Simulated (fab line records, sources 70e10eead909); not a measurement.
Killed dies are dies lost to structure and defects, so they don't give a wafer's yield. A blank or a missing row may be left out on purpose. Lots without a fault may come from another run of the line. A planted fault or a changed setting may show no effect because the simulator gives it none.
Which tool did it? | flow nand_harc | 24 lots, 72 wafers sampled, at 5 steps of a route of 1159

WHAT THE GAUGES READ, wafer by wafer
NHARC_A_BLC_CD_MEAS_19.
lot  | measured     | on        | cd_nm (nm)
L075 | day 17 09:07 | cd_sem-03 | 103 103 101
L074 | day 17 14:56 | cd_sem-01 | 100 102 95
L077 | day 17 17:31 | cd_sem-01 | 99 107 103
L076 | day 17 18:58 | cd_sem-01 | 98 103 102
L078 | day 18 11:43 | cd_sem-03 | 101 99 97
L080 | day 18 18:53 | cd_sem-02 | 104 97 106
L079 | day 19 06:11 | cd_sem-03 | 101 101 94
L082 | day 19 07:10 | cd_sem-03 | 95 103 103
L081 | day 19 07:56 | cd_sem-01 | 103 97 102
L084 | day 19 13:29 | cd_sem-02 | 105 98 99
L083 | day 19 20:10 | cd_sem-03 | 92 100 102
L085 | day 20 04:48 | cd_sem-01 | 106 100 100
L087 | day 20 06:00 | cd_sem-01 | 101 98 104
L086 | day 20 11:59 | cd_sem-03 | 100 105 106
L088 | day 20 13:07 | cd_sem-03 | 102 99 99
L090 | day 21 01:56 | cd_sem-02 | 98 98 98
L089 | day 21 06:53 | cd_sem-02 | 107 99 99
L092 | day 21 13:57 | cd_sem-02 | 103 93 102
L091 | day 21 18:01 | cd_sem-03 | 101 99 99
L093 | day 22 03:07 | cd_sem-03 | 98 107 101
L094 | day 22 03:53 | cd_sem-03 | 101 104 107
L096 | day 22 09:02 | cd_sem-02 | 94 102 97
L097 | day 22 10:29 | cd_sem-01 | 100 104 107
L095 | day 22 12:05 | cd_sem-02 | 95 106 101

WHICH TOOL RAN EACH LOT (tool, then ch and the chambers of the sampled wafers, then the start)
lot  | NHARC_A_CONTACT_ETCH_138             | NHARC_A_CONTACT_STRIP_26                      | NHARC_A_CONTACT_ALD_18              | NHARC_A_BLC_DESCUM_15
L075 | har_cap_etch-02 ch 0,1, day 16 20:53 | rie_diel-08 ch 0,2,3, day 16 22:50 or earlier | ald_metal-02 ch 1,2,3, day 16 22:50 | rie_diel-03 ch 1,2,3, day 17 08:08
L074 | har_cap_etch-03 ch 0,1, day 17 02:50 | rie_diel-11 ch 0,3, day 17 04:43 or earlier   | ald_metal-01 ch 1,3, day 17 04:43   | rie_diel-13 ch 0,2,3, day 17 13:59
L077 | har_cap_etch-02 ch 1, day 17 07:53   | rie_diel-08 ch 1,2,3, day 17 09:35 or earlier | ald_metal-02 ch 0,1,2, day 17 09:35 | rie_diel-13 ch 0,3, day 17 16:31
L076 | har_cap_etch-01 ch 0,1, day 17 09:04 | rie_diel-11 ch 2,3, day 17 10:54 or earlier   | ald_metal-01 ch 0,1, day 17 10:54   | rie_diel-13 ch 0,3, day 17 17:41
L078 | har_cap_etch-02 ch 0,1, day 18 03:22 | rie_diel-01 ch 0,3, day 18 05:01 or earlier   | ald_metal-02 ch 1,2, day 18 05:01   | rie_diel-07 ch 0,2,3, day 18 10:45
L080 | har_cap_etch-03 ch 0,1, day 18 14:03 | rie_diel-11 ch 0,2,3, day 18 15:53 or earlier | ald_metal-01 ch 0,1,3, day 18 15:53 | rie_diel-13 ch 0,1,3, day 18 17:55
L079 | har_cap_etch-02 ch 0,1, day 18 18:58 | rie_diel-01 ch 0,3, day 18 21:12 or earlier   | ald_metal-02 ch 1,3, day 18 21:12   | rie_diel-03 ch 2,3, day 19 05:14
L082 | har_cap_etch-02 ch 0,1, day 18 22:13 | rie_diel-08 ch 0,1, day 19 00:03 or earlier   | ald_metal-04 ch 1,2, day 19 00:03   | rie_diel-07 ch 1,2,3, day 19 05:53
L081 | har_cap_etch-03 ch 0,1, day 19 00:32 | rie_diel-08 ch 0,1,2, day 19 02:29 or earlier | ald_metal-01 ch 2,3, day 19 02:29   | rie_diel-13 ch 0,3, day 19 06:58
L084 | har_cap_etch-02 ch 0,1, day 19 08:34 | rie_diel-11 ch 0,2,3, day 19 10:25 or earlier | ald_metal-01 ch 0,1,2, day 19 10:25 | rie_diel-07 ch 0,1,3, day 19 12:31
L083 | har_cap_etch-02 ch 0,1, day 19 11:04 | rie_diel-08 ch 0,2, day 19 12:22              | ald_metal-01 ch 0,1, day 19 13:06   | rie_diel-03 ch 1,2,3, day 19 19:01
L085 | har_cap_etch-01 ch 0,1, day 19 23:50 | rie_diel-08 ch 0,1,3, day 20 01:44 or earlier | ald_metal-02 ch 0,2,3, day 20 01:44 | rie_diel-07 ch 0,2,3, day 20 03:50
L087 | har_cap_etch-02 ch 0,1, day 20 01:03 | rie_diel-08 ch 0,1,2, day 20 02:50 or earlier | ald_metal-04 ch 1,2, day 20 02:50   | rie_diel-07 ch 0,3, day 20 05:02
L086 | har_cap_etch-02 ch 0,1, day 20 03:46 | rie_diel-11 ch 1,2, day 20 05:28 or earlier   | ald_metal-04 ch 1,2,3, day 20 05:28 | rie_diel-03 ch 0,2,3, day 20 10:59
L088 | har_cap_etch-01 ch 0,1, day 20 07:11 | rie_diel-01 ch 0,1, day 20 09:02 or earlier   | ald_metal-04 ch 0,2,3, day 20 09:02 | rie_diel-07 ch 1,2,3, day 20 12:08
L090 | har_cap_etch-03 ch 0,1, day 20 19:35 | rie_diel-01 ch 0,2,3, day 20 21:16 or earlier | ald_metal-02 ch 1,2,3, day 20 21:16 | rie_diel-13 ch 0,2, day 21 00:24
L089 | har_cap_etch-03 ch 0, day 20 23:28   | rie_diel-11 ch 1,2,3, day 21 01:09 or earlier | ald_metal-04 ch 0,1,3, day 21 01:09 | rie_diel-07 ch 0,2, day 21 05:56
L092 | har_cap_etch-02 ch 0,1, day 21 05:05 | rie_diel-11 ch 1,2, day 21 06:44 or earlier   | ald_metal-02 ch 0,3, day 21 06:44   | rie_diel-03 ch 0,1,2, day 21 12:59
L091 | har_cap_etch-01 ch 0,1, day 21 07:01 | rie_diel-11 ch 1,2,3, day 21 08:44 or earlier | ald_metal-04 ch 0,1,2, day 21 08:44 | rie_diel-07 ch 1,2, day 21 17:03
L093 | har_cap_etch-01 ch 0,1, day 21 18:33 | rie_diel-08 ch 1,2,3, day 21 20:37 or earlier | ald_metal-02 ch 0,1,2, day 21 20:37 | rie_diel-03 ch 1,2,3, day 22 02:09
L094 | har_cap_etch-03 ch 0,1, day 21 19:10 | rie_diel-11 ch 0,2,3, day 21 21:02 or earlier | ald_metal-04 ch 0,1,3, day 21 21:02 | rie_diel-07 ch 0,1,3, day 22 02:56
L096 | har_cap_etch-03 ch 0,1, day 22 04:12 | rie_diel-08 ch 0,1,3, day 22 05:52 or earlier | ald_metal-04 ch 0,1, day 22 05:52   | rie_diel-03 ch 0,2,3, day 22 08:04
L097 | har_cap_etch-02 ch 0,1, day 22 05:29 | rie_diel-08 ch 0,1,3, day 22 07:20 or earlier | ald_metal-02 ch 0,1,2, day 22 07:20 | rie_diel-03 ch 0,1, day 22 09:31
L095 | har_cap_etch-03 ch 0,1, day 22 07:03 | rie_diel-01 ch 0,1, day 22 08:57 or earlier   | ald_metal-01 ch 1,2,3, day 22 08:57 | rie_diel-03 ch 0,2, day 22 11:07
- NHARC_A_CONTACT_ETCH_138: etches the open film in C4F8/O2/Ar, time 132 s, target depth 1289 nm.
- NHARC_A_CONTACT_STRIP_26: strips in O2.
- NHARC_A_CONTACT_ALD_18: deposits TiN, target thk 3 nm, pulse time 1 s, ald cycles 150.
- NHARC_A_BLC_DESCUM_15: chemistry O2, time 3 s.

WHAT THE TOOLS THEMSELVES READ (means of the sampled wafers that have a number; where no wafer has one, the mark that the record gives instead)
NHARC_A_CONTACT_ETCH_138.
lot  | tool            | oes_air_line_au (a.u.)
L075 | har_cap_etch-02 | 0.991
L074 | har_cap_etch-03 | 1.014
L077 | har_cap_etch-02 | 1.008
L076 | har_cap_etch-01 | 0.990
L078 | har_cap_etch-02 | 0.988
L080 | har_cap_etch-03 | 0.997
L079 | har_cap_etch-02 | 0.994
L082 | har_cap_etch-02 | 0.986
L081 | har_cap_etch-03 | 1.013
L084 | har_cap_etch-02 | 0.991
L083 | har_cap_etch-02 | 0.990
L085 | har_cap_etch-01 | 1.001
L087 | har_cap_etch-02 | 0.995
L086 | har_cap_etch-02 | 0.977
L088 | har_cap_etch-01 | 1.015
L090 | har_cap_etch-03 | 1.010
L089 | har_cap_etch-03 | 0.990
L092 | har_cap_etch-02 | 0.989
L091 | har_cap_etch-01 | 0.983
L093 | har_cap_etch-01 | 1.005
L094 | har_cap_etch-03 | 1.036
L096 | har_cap_etch-03 | 0.997
L097 | har_cap_etch-02 | 0.987
L095 | har_cap_etch-03 | 1.007

NHARC_A_CONTACT_STRIP_26.
lot  | tool        | drypump_motor_current_A (A) | oes_product_au (a.u.) | rf_vpp_V (V) | showerhead_plenum_p_Torr (Torr) | throttle_valve_pct (%)
L075 | rie_diel-08 | 5.65                        | 0.989                 | 57.8         | 3.40                            | 17.040
L074 | rie_diel-11 | 5.68                        | 1.004                 | 58.3         | 3.66                            | 17.034
L077 | rie_diel-08 | 5.78                        | 0.982                 | 57.4         | 3.47                            | 17.032
L076 | rie_diel-11 | 5.73                        | 1.006                 | 58.4         | 3.56                            | 17.032
L078 | rie_diel-01 | 5.86                        | 0.991                 | 58.1         | 3.56                            | 17.033
L080 | rie_diel-11 | 5.61                        | 0.991                 | 58.9         | 3.57                            | 17.032
L079 | rie_diel-01 | 5.64                        | 0.984                 | 58.4         | 3.56                            | 17.042
L082 | rie_diel-08 | 5.70                        | 1.000                 | 58.6         | 3.52                            | 17.037
L081 | rie_diel-08 | 5.62                        | 1.000                 | 57.0         | 3.47                            | 17.030
L084 | rie_diel-11 | 5.62                        | 1.005                 | 57.6         | 3.56                            | 17.036
L083 | rie_diel-08 | 5.52                        | 1.003                 | 57.4         | 3.40                            | 17.036
L085 | rie_diel-08 | 5.84                        | 0.995                 | 57.9         | 3.51                            | 17.034
L087 | rie_diel-08 | 5.62                        | 0.997                 | 58.3         | 3.47                            | 17.036
L086 | rie_diel-11 | 5.72                        | 0.992                 | 57.7         | 3.41                            | 17.040
L088 | rie_diel-01 | 5.71                        | 1.012                 | 58.3         | 3.38                            | 17.038
L090 | rie_diel-01 | 5.76                        | 0.999                 | 58.9         | 3.59                            | 17.037
L089 | rie_diel-11 | 5.74                        | 1.001                 | 57.7         | 3.47                            | 17.031
L092 | rie_diel-11 | 5.68                        | 1.005                 | 57.0         | 3.39                            | 17.049
L091 | rie_diel-11 | 5.73                        | 0.991                 | 57.6         | 3.47                            | 17.034
L093 | rie_diel-08 | 5.76                        | 1.000                 | 57.3         | 3.46                            | 17.038
L094 | rie_diel-11 | 5.64                        | 1.003                 | 57.6         | 3.55                            | 17.044
L096 | rie_diel-08 | 5.82                        | 1.007                 | 57.4         | 3.51                            | 17.030
L097 | rie_diel-08 | 5.84                        | 1.013                 | 57.2         | 3.51                            | 17.041
L095 | rie_diel-01 | 5.55                        | 0.993                 | 57.3         | 3.46                            | 17.041

NHARC_A_CONTACT_ALD_18.
lot  | tool         | heater_power_w (W) | precursor_pulse_height_rel
L075 | ald_metal-02 | 1131               | 1.025
L074 | ald_metal-01 | 1020               | 1.003
L077 | ald_metal-02 | 1013               | 0.994
L076 | ald_metal-01 | 1000               | 1.003
L078 | ald_metal-02 | 1044               | 1.008
L080 | ald_metal-01 | 998                | 0.982
L079 | ald_metal-02 | 1217               | 1.005
L082 | ald_metal-04 | 1139               | 1.011
L081 | ald_metal-01 | 988                | 0.999
L084 | ald_metal-01 | 988                | 0.991
L083 | ald_metal-01 | 987                | 0.991
L085 | ald_metal-02 | 1088               | 0.994
L087 | ald_metal-04 | 1133               | 1.005
L086 | ald_metal-04 | 1153               | 0.981
L088 | ald_metal-04 | 1156               | 1.002
L090 | ald_metal-02 | 1129               | 0.992
L089 | ald_metal-04 | 1206               | 0.992
L092 | ald_metal-02 | 1050               | 1.001
L091 | ald_metal-04 | 1207               | 1.010
L093 | ald_metal-02 | 1033               | 0.994
L094 | ald_metal-04 | 1204               | 0.998
L096 | ald_metal-04 | 1271               | 0.977
L097 | ald_metal-02 | 1006               | 1.005
L095 | ald_metal-01 | 1001               | 0.978

NHARC_A_BLC_DESCUM_15.
lot  | tool        | drypump_motor_current_A (A) | oes_product_au (a.u.) | rf_vpp_V (V) | showerhead_plenum_p_Torr (Torr) | throttle_valve_pct (%)
L075 | rie_diel-03 | 5.1                         | 0.997                 | 57.7         | 1.98                            | 11.318
L074 | rie_diel-13 | 5.8                         | 1.017                 | 58.1         | 1.94                            | 11.308
L077 | rie_diel-13 | 5.8                         | 0.990                 | 57.1         | 1.91                            | 11.323
L076 | rie_diel-13 | 6.2                         | 1.012                 | 57.5         | 1.98                            | 11.302
L078 | rie_diel-07 | 5.9                         | 1.000                 | 57.9         | 1.90                            | 11.312
L080 | rie_diel-13 | 5.8                         | 1.001                 | 57.8         | 1.94                            | 11.303
L079 | rie_diel-03 | 4.9                         | 0.976                 | 58.1         | 2.01                            | 11.311
L082 | rie_diel-07 | 5.9                         | 1.003                 | 57.3         | 1.89                            | 11.305
L081 | rie_diel-13 | 5.8                         | 1.009                 | 57.5         | 1.91                            | 11.321
L084 | rie_diel-07 | 6.0                         | 0.999                 | 57.9         | 1.86                            | 11.310
L083 | rie_diel-03 | 5.1                         | 0.988                 | 58.3         | 1.98                            | 11.315
L085 | rie_diel-07 | 5.9                         | 1.006                 | 57.4         | 1.90                            | 11.306
L087 | rie_diel-07 | 5.8                         | 1.013                 | 58.0         | 1.94                            | 11.306
L086 | rie_diel-03 | 5.1                         | 0.994                 | 58.0         | 1.98                            | 11.308
L088 | rie_diel-07 | 5.9                         | 0.994                 | 58.2         | 1.89                            | 11.311
L090 | rie_diel-13 | 6.2                         | 1.011                 | 58.7         | 1.99                            | 11.313
L089 | rie_diel-07 | 6.1                         | 1.003                 | 57.4         | 1.83                            | 11.320
L092 | rie_diel-03 | 5.3                         | 0.990                 | 57.8         | 1.92                            | 11.325
L091 | rie_diel-07 | 6.0                         | 0.991                 | 57.9         | 1.81                            | 11.316
L093 | rie_diel-03 | 5.1                         | 0.992                 | 57.9         | 1.97                            | 11.312
L094 | rie_diel-07 | 6.0                         | 1.010                 | 57.4         | 1.86                            | 11.306
L096 | rie_diel-03 | 5.1                         | 1.003                 | 58.4         | 1.98                            | 11.314
L097 | rie_diel-03 | 5.5                         | 1.005                 | 58.4         | 1.88                            | 11.310
L095 | rie_diel-03 | 5.4                         | 0.999                 | 57.5         | 1.92                            | 11.309

THE ANSWER, worked out from the rows above alone
Rule: what is usual is taken from the lots themselves. Put in order of their means at a reading, lots are off if they are a third of the lots or fewer, leave a main group of 4 or more, and stand apart from it by a gap of 3 or more times the standard deviation of the main group's means; of several such gaps the widest counts. A main group whose means are all the same, to the digits that the tables above print for the reading, isn't used. A lot without any number at a reading at which 4 lots or more have one is off too. The other lots that the step has rows for count as sound. The gauges are gone through in route order, then the tools' own readings, and for those a lot's mean is taken as printed above. The first step at which some lot is off is used, and at that step the reading that is off furthest; a lot without a number counts as furthest.
No lot is off at any reading shown: from this, nothing can be told.

WHAT THE SIMULATOR HAD PUT IN
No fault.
